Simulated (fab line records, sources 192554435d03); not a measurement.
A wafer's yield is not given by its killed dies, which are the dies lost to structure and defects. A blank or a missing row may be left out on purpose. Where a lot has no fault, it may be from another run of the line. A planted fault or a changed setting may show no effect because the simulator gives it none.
Chamber matching :: flow n5-finfet :: rie-diel-01 running N5_BEOL_M11_ETCH_65: 4 sister chambers
The step etches SiARC in CF4, target depth 39 nm, time 65 s. 4 wafers are shown with their chamber, then 10 later ones without.

## WAFERS PAIRED WITH THEIR CHAMBERS
wafer: L081.6
chamber: 0
throttle-valve-pct (%): 16.00

wafer: L088.1
chamber: 2
throttle-valve-pct (%): 15.78

wafer: L089.1
chamber: 3
throttle-valve-pct (%): 16.09

wafer: L089.3
chamber: 1
throttle-valve-pct (%): 15.64

## WAFERS WITHOUT THEIR CHAMBER
wafer: L089.4
throttle-valve-pct (%): 15.54

wafer: L091.3
throttle-valve-pct (%): 16.10

wafer: L091.4
throttle-valve-pct (%): 15.80

wafer: L091.6
throttle-valve-pct (%): 15.64

wafer: L090.2
throttle-valve-pct (%): 15.54

wafer: L090.3
throttle-valve-pct (%): 16.12

wafer: L090.5
throttle-valve-pct (%): 16.11

wafer: L092.2
throttle-valve-pct (%): 15.82

wafer: L092.4
throttle-valve-pct (%): 15.54

wafer: L092.6
throttle-valve-pct (%): 15.80

## WHICH CHAMBER EACH WENT THROUGH
wafer: L089.4
from the rows above: 1
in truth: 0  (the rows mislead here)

wafer: L091.3
from the rows above: can't be placed: 3 or 0
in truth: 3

wafer: L091.4
from the rows above: 2
in truth: 2

wafer: L091.6
from the rows above: 1
in truth: 1

wafer: L090.2
from the rows above: 1
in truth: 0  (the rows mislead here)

wafer: L090.3
from the rows above: can't be placed: 3 or 0
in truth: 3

wafer: L090.5
from the rows above: can't be placed: 3 or 0
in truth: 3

wafer: L092.2
from the rows above: 2
in truth: 2

wafer: L092.4
from the rows above: 1
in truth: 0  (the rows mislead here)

wafer: L092.6
from the rows above: 2
in truth: 2
Placed correctly: 4 of 10. Not placeable from these rows: 3 (in 3, the candidates include the true chamber). Wrongly placed: 3.
How it was worked out, from the rows above alone: a wafer's distance from a chamber is the root of the sum, over the readings, of the square of ((its reading less the chamber's mean) divided by the reading's scatter). The wafer belongs to the nearest chamber; if the next one is less than 2 further off, it can't be placed. A chamber's mean is the mean of its shown wafers. The scatter (one wafer shown for each chamber): square how far every hidden wafer sits from the nearest shown wafer, average those squares and take the square root.
